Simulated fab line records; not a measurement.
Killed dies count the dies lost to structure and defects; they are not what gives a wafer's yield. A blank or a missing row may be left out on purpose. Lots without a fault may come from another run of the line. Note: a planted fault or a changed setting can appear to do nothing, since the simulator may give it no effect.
Matching of chambers	flow n5-finfet	N5_SPACER0_ALD_00 on ald-sin-01: 4 sister chambers
The step deposits SiOCN, target thk 3.5 nm, pulse time 3 s, purge time 2 s. 4 wafers are shown with their chamber, then 8 later ones without.

== WAFERS WITH THEIR CHAMBER ==
wafer	chamber	heater-power-w (W)
L086.3	0	621
L086.5	3	820
L086.6	2	1069
L090.2	1	863

== WAFERS WITH NO CHAMBER GIVEN ==
wafer	heater-power-w (W)
L090.3	837
L090.5	625
L094.2	1074
L094.3	616
L094.5	859
L095.2	628
L095.4	843
L095.5	1078

== WHICH CHAMBER EACH WENT THROUGH ==
wafer	from the rows above	in truth
L090.3	can't be placed: 3 or 1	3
L090.5	0	0
L094.2	2	2
L094.3	0	0
L094.5	1	1
L095.2	0	0
L095.4	can't be placed: 1 or 3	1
L095.5	2	2
Correctly placed: 6 of 8. Can't be placed from these rows: 2 (the true chamber is among the candidates in 2). 0 placed wrongly.
How it was worked out, from the rows above alone: a wafer's distance from a chamber is the root of the sum, over the readings, of the square of ((its reading less the chamber's mean) divided by the reading's scatter). If the next closest chamber is less than 2 further off than the closest, the wafer can't be placed; otherwise it belongs to the closest. Each chamber's mean is taken over the wafers shown for it. The scatter: root of mean squared gap, hidden wafer to nearest shown wafer, with one shown wafer a chamber.
